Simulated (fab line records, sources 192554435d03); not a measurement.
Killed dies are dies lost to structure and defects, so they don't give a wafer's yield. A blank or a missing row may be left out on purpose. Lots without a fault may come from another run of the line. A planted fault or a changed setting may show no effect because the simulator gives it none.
Which tool did it? | flow n5_finfet | 12 lots, 36 wafers sampled, at 6 steps of a route of 1938

WHAT THE GAUGES READ, wafer by wafer
N5_BEOL_M5_CD_MEAS_11: target cd 27.74 nm.
lot  | measured     | on        | cd_nm (nm)
L075 | day 8 12:28  | cd_sem-03 | 28.12 28.05 27.64
L077 | day 9 07:43  | cd_sem-03 | 27.73 27.91 28.13
L081 | day 9 13:09  | cd_sem-03 | 27.88 27.47 27.82
L078 | day 9 15:32  | cd_sem-01 | 27.60 27.71 27.84
L083 | day 10 06:48 | cd_sem-02 | 28.43 27.89 27.77
L085 | day 11 07:33 | cd_sem-03 | 27.89 28.26 28.02
L086 | day 11 17:20 | cd_sem-02 | 28.01 27.64 27.99
L091 | day 12 00:12 | cd_sem-01 | 28.34 28.22 28.41
L090 | day 12 03:10 | cd_sem-01 | 28.15 28.19 27.80
L092 | day 13 02:31 | cd_sem-02 | 28.11 27.93 28.07
L095 | day 14 00:55 | cd_sem-01 | 28.40 27.35 28.06
L097 | day 14 04:11 | cd_sem-01 | 27.70 27.69 27.86

WHICH TOOL RAN EACH LOT (tool, then ch and the chambers of the sampled wafers, then the start)
lot  | N5_BEOL_M4_PRE_CLEAN_45      | N5_BEOL_M4_ANNEAL_93         | N5_BEOL_M4_DEP_57               | N5_BEOL_M5_ILD_DEP_00           | N5_BEOL_M5_CURE_79
L075 | pvd_sputter-03, day 8 05:10  | pvd_sputter-03, day 8 07:08  | pecvd-04 ch 0,1, day 8 08:29    | pecvd-02 ch 0,1, day 8 09:34    | uv_cure-01 ch 0, day 8 09:38
L077 | pvd_sputter-01, day 9 00:07  | pvd_sputter-03, day 9 03:25  | pecvd-02 ch 0,1,2, day 9 04:58  | pecvd-03 ch 0,1,2, day 9 06:03  | uv_cure-03 ch 0, day 9 06:16
L081 | pvd_sputter-03, day 9 07:36  | pvd_sputter-02, day 9 09:31  | pecvd-04 ch 0,1, day 9 10:52    | pecvd-01 ch 0,2, day 9 11:58    | uv_cure-03 ch 2, day 9 12:02
L078 | pvd_sputter-03, day 9 07:50  | pvd_sputter-02, day 9 11:24  | pecvd-04 ch 0,1, day 9 12:50    | pecvd-01 ch 0,1, day 9 13:56    | uv_cure-02 ch 1, day 9 14:00
L083 | pvd_sputter-01, day 10 00:31 | pvd_sputter-01, day 10 02:47 | pecvd-02 ch 0,1,2, day 10 04:20 | pecvd-03 ch 0,1,2, day 10 05:25 | uv_cure-03 ch 0, day 10 05:34
L085 | pvd_sputter-01, day 11 00:55 | pvd_sputter-01, day 11 02:59 | pecvd-01 ch 0,1,2, day 11 04:19 | pecvd-01 ch 0,1,2, day 11 05:24 | uv_cure-02 ch 0, day 11 05:32
L086 | pvd_sputter-01, day 11 07:41 | pvd_sputter-03, day 11 11:36 | pecvd-02 ch 0,1,2, day 11 12:56 | pecvd-03 ch 0,1,2, day 11 14:01 | uv_cure-02 ch 0, day 11 14:05
L091 | pvd_sputter-01, day 11 17:27 | pvd_sputter-02, day 11 19:31 | pecvd-04 ch 0,1, day 11 20:52   | pecvd-01 ch 0,1, day 11 21:57   | uv_cure-02 ch 2, day 11 22:07
L090 | pvd_sputter-01, day 11 20:55 | pvd_sputter-02, day 11 22:52 | pecvd-02 ch 1,2, day 12 00:12   | pecvd-02 ch 0,1,2, day 12 01:17 | uv_cure-01 ch 1, day 12 01:20
L092 | pvd_sputter-03, day 12 19:14 | pvd_sputter-03, day 12 21:21 | pecvd-01 ch 0,1,2, day 12 22:43 | pecvd-02 ch 0,1,2, day 12 23:47 | uv_cure-03 ch 1, day 13 00:19
L095 | pvd_sputter-02, day 13 18:21 | pvd_sputter-02, day 13 20:38 | pecvd-04 ch 0,1, day 13 22:09   | pecvd-02 ch 0,1, day 13 23:14   | uv_cure-01 ch 1, day 13 23:17
L097 | pvd_sputter-03, day 13 21:30 | pvd_sputter-03, day 14 00:00 | pecvd-02 ch 1,2, day 14 01:28   | pecvd-01 ch 0,2, day 14 02:32   | uv_cure-03 ch 1, day 14 02:46
- N5_BEOL_M4_PRE_CLEAN_45: time 30 s.
- N5_BEOL_M4_ANNEAL_93: time 240 s.
- N5_BEOL_M4_DEP_57: deposits SiCN from 3MS/NH3, target thk 8 nm, time 14 s.
- N5_BEOL_M5_ILD_DEP_00: deposits SiCOH lowk from DEMS/porogen, target thk 140.64 nm, time 25.9 s.
- N5_BEOL_M5_CURE_79: cures SiCOH lowk, time 240 s.

THE ANSWER, worked out from the rows above alone
Rule: what is usual is taken from the lots themselves. Put in order of their means at a reading, lots are off if they are a third of the lots or fewer, leave a main group of 4 or more, and stand apart from it by a gap of 3 or more times the standard deviation of the main group's means; of several such gaps the widest counts. A main group whose means are all the same, to the digits that the tables above print for the reading, isn't used. A lot without any number at a reading at which 4 lots or more have one is off too. The other lots that the step has rows for count as sound.
No lot is off at any reading shown: from this, nothing can be told.

WHAT THE SIMULATOR HAD PUT IN
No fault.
